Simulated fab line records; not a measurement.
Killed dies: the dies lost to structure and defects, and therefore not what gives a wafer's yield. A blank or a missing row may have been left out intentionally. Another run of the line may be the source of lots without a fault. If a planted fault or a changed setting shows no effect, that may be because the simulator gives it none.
The tool behind it: which one? ; flow n5_finfet ; at 1 step of a route of 1938, 12 lots with 36 wafers sampled

WHAT THE GAUGES READ, wafer by wafer
N5_BEOL_M10_CD_MEAS_11 targets a cd of 64.1 nm.
lot;measured;on;cd_nm (nm)
L076;day 9 17:54;cd_sem-02;63.1 62.9 63.2
L077;day 10 19:38;cd_sem-02;64.8 65.0 64.3
L081;day 11 07:06;cd_sem-02;63.7 64.5 63.8
L080;day 11 08:35;cd_sem-02;64.2 64.3 64.8
L083;day 12 05:52;cd_sem-03;64.4 64.5 63.8
L085;day 12 14:20;cd_sem-02;65.2 64.3 64.9
L088;day 13 06:07;cd_sem-03;64.7 63.7 63.5
L089;day 13 21:03;cd_sem-01;63.4 63.7 64.5
L091;day 14 01:41;cd_sem-02;63.7 64.3 63.2
L093;day 14 09:14;cd_sem-01;64.7 64.4 65.1
L095;day 14 22:20;cd_sem-02;64.6 64.5 65.0
L097;day 15 18:29;cd_sem-03;64.4 64.9 65.3

EACH LOT AND THE TOOL THAT RAN IT (in order: tool; ch and the chambers of the sampled wafers; start)
There is no process step in the record ahead of these readings.

THE ANSWER, worked out from the rows above alone
Rule: the lots themselves supply what counts as usual. Put in order of their means at a reading, lots are off if they are a third of the lots or fewer, leave a main group of 4 or more, and stand apart from it by a gap of 3 or more times the standard deviation of the main group's means; of several such gaps the widest counts. A main group whose means are all the same, to the digits that the tables above print for the reading, isn't used. A lot without any number at a reading at which 4 lots or more have one is off too. Any other lot the step has rows for is counted as sound.
Across all readings shown, no lot is off: no conclusion can be drawn from this.

WHAT THE SIMULATOR HAD PUT IN
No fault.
